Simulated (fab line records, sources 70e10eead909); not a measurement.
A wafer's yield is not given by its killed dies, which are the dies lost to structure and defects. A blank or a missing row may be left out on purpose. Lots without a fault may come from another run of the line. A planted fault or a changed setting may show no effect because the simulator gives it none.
Struck lot and sound lot, side by side / flow nandHarc / 41 steps out of a route of 1159
Sound: the wafers L848.1, L848.2, L848.6. Struck: wafers L862.2, L862.5. (L862.4 of the same lot was not struck and is left out.) The cause comes at the end.
Each step with rows lists, per side, the tool, then ch with its chambers, then its first start. Under that, the readings that differ: sound wafers / struck wafers / difference of the means / sigmas: that difference in standard deviations of wafers without a fault.
alike: readings whose means differ by less than 2 such deviations, and words and numbers that are the same on both sides. not compared: withheld readings, readings that some wafer has no value for, bounds like >300 that may hide the same value, and numbers for which the record gives no deviation and whose values overlap.
A row with sigmas, a row that says differs or no value, or rows on one side alone: a step with any of these is where the two part. Numbers that have no deviation but don't overlap get no sigmas and don't part them. A reading that every wafer of one side lacks parts them only if that side has two wafers or more.

NHARC_P_M0_CD_MEAS_09 targets a cd of 90 nm.
  sound on cdSem-03 ch 0, day 6 14:44; struck on cdSem-02 ch 0, day 10 02:49
  alike: cdNm
NHARC_P_M0_OVL_MEAS_10: pitch 180 nm.
  sound: overlay-02 at day 6 14:49; struck: overlay-01 at day 10 02:54
reading=overlayXNm (nm); sound=1.1 1.1 1.6; struck=-1.5 -1.2; difference=-2.6; sigmas=-3
  alike: overlayYNm
NHARC_P_M0_INSPECT_11:
  sound: defectInspect-01 at day 6 14:52; struck: defectInspect-02 at day 10 02:56
  alike: rawDefectCount
then, 3 steps without rows for these wafers: NHARC_P_M0_DESCUM_14 (chemistry O2, time 3 s); NHARC_P_M0_ETCH_34 (etches the open film in N2/H2, target depth 40 nm, overetch 12 nm, time 43.94 s); NHARC_P_M0_ETCH_15 (etches the open film in C4F8/Ar, target depth 150 nm, overetch 15 nm, time 82.5 s).
NHARC_P_M0_CD_MEAS_16:
  sound: cdSem-03 at day 6 15:13; struck: cdSem-02 at day 10 03:19
  alike: cdNm
NHARC_P_M0_STRIP_18: strips in N2/H2.
  sound on rieDiel-10 ch 0,1, day 6 15:17; struck on rieDiel-08 ch 0,1, day 10 03:26
  alike: chamberPressureMTorr, drypumpMotorCurrentA, oesProductAu, rfVppV, showerheadPlenumPTorr, throttleValvePct
  not compared: rfHoursCounterH
then, 3 steps without rows for these wafers: NHARC_P_M0_STRIP_19 (strips in post etch residue remover, time 600 s); NHARC_P_M0_DEGAS_28 (time 60 s); NHARC_P_M0_PRE_CLEAN_29 (time 30 s).
NHARC_P_M0_PVD_20: deposits TaN, target thk 5 nm, time 8.06 s.
  sound on pvdSputter-01; struck on pvdSputter-01
  alike: cathodeDcPowerW, chamberPressurePa, throttleValvePct
NHARC_P_M0_PVD_21: deposits Cu, target thk 30 nm, time 20.49 s.
  sound: pvdSputter-01 at day 6 16:04; struck: pvdSputter-01 at day 10 04:10
  alike: cathodeDcPowerW, chamberPressurePa, throttleValvePct
then, 1 step without rows for these wafers: NHARC_P_M0_ECD_22 (material Cu, target thk 400 nm).
NHARC_P_M0_ANNEAL_30: time 90 s.
  sound on rtpAnneal-01 ch 0, day 6 16:34; struck on rtpAnneal-01 ch 0, day 10 04:44
  alike: wafer_temp_C_max
then, 2 steps without rows for these wafers: NHARC_P_M0_CMP_23 (polishes, t overpolish 20 s, target thk 117.53 nm); NHARC_P_M0_SRD_25.
NHARC_P_M0_INSPECT_27:
  sound: defectInspect-02 at day 6 17:23; struck: defectInspect-02 at day 10 05:29
reading=rawDefectCount; sound=483 713 333; struck=276 196; difference=-274; sigmas=-2
then, 12 steps without rows for these wafers: NHARC_P_M0_PRE_CLEAN_31 (time 12 s); NHARC_P_M0_DEP_32 (deposits SiCN, target thk 30 nm); NHARC_P_M1_DEP_00 (deposits SiOC, target thk 182.5 nm); NHARC_P_M1_DEHYDRATE_01 (time 120 s); NHARC_P_M1_HMDS_02 (time 30 s); NHARC_P_M1_COAT_34 (time 65 s); NHARC_P_M1_COAT_03 (resist thk 90 nm); NHARC_P_M1_SOFTBAKE_04 (time 55 s); NHARC_P_M1_EBR_05; NHARC_P_M1_EXPOSE_06 (exposes mask P M1, target cd 130 nm); NHARC_P_M1_PEB_07 (peb time 65 s); NHARC_P_M1_DEVELOP_08 (develop time 35 s).
NHARC_P_M1_CD_MEAS_09 targets a cd of 130 nm.
  the record has rows for the sound wafers here (cdSem-01 ch 0, day 6 18:48) and none for the struck ones
NHARC_P_M1_OVL_MEAS_10: pitch 260 nm.
  the record has rows for the sound wafers here (overlay-02, day 6 18:53) and none for the struck ones
NHARC_P_M1_INSPECT_11:
  the record has rows for the sound wafers here (defectInspect-02, day 6 18:55) and none for the struck ones
NHARC_P_M1_DESCUM_14: chemistry O2, time 3 s.
  the record has rows for the sound wafers here (rieDiel-11 ch 0,1,3, day 6 18:59) and none for the struck ones
then, 1 step without rows for these wafers: NHARC_P_M1_ETCH_35 (etches the open film in N2/H2, target depth 40 nm, overetch 12 nm, time 43.94 s).
NHARC_P_M1_ETCH_15: etches the open film in C4F8/Ar, target depth 182.5 nm, time 91.2 s.
  the record has rows for the sound wafers here (rieDiel-11 ch 0,1,2) and none for the struck ones
NHARC_P_M1_CD_MEAS_16:
  the record has rows for the sound wafers here (cdSem-01, day 6 19:17) and none for the struck ones
then, 3 steps without rows for these wafers: NHARC_P_M1_STRIP_18 (strips in N2/H2); NHARC_P_M1_ETCH_28 (etches the open film in CF4/N2, target depth 30 nm, time 72.99 s); NHARC_P_M1_STRIP_19 (strips in post etch residue remover, time 600 s).
-- the record jumps here: 14 days lie between the struck wafers' starts before and after (it left off in module P_M1 and takes up again in module END, whose first step shown is number 1159 of the route) --
NHARC_END_SORT_01:
  sound on prober-02 ch 0, day 20 00:17; struck on prober-01 ch 0, day 24 01:55
reading=defectLimitedYield (%); sound=97.2 95.1 96.6; struck=0 0; difference=-96; sigmas=-57
reading=killedAtPeriphery; sound=4 10 11; struck=657 657; difference=+649; sigmas=+99 or more
reading=killedDies; sound=19 33 23; struck=677 677; difference=+652; sigmas=+59
reading=sort_bin_2_pct (%); sound=0.4 1.2 1.0; struck=97.6 98.2; difference=+97.0; sigmas=+99 or more
reading=sortNPass; sound=658 644 654; struck=0 0; difference=-652; sigmas=-59
reading=sortRimYieldPct (%); sound=97.2 96.2 97.2; struck=0 0; difference=-97; sigmas=-39
reading=sortYieldPct (%); sound=97.2 95.1 96.6; struck=0 0; difference=-96; sigmas=-57
  alike: killedAtArray, killedAtOther, killedOpen, killedShort, sort_bin_3_pct, sort_bin_4_pct

## WHERE THEY PART
Earliest at NHARC_P_M0_OVL_MEAS_10; latest, in this record, at NHARC_END_SORT_01.

WHY: what the simulator had put in
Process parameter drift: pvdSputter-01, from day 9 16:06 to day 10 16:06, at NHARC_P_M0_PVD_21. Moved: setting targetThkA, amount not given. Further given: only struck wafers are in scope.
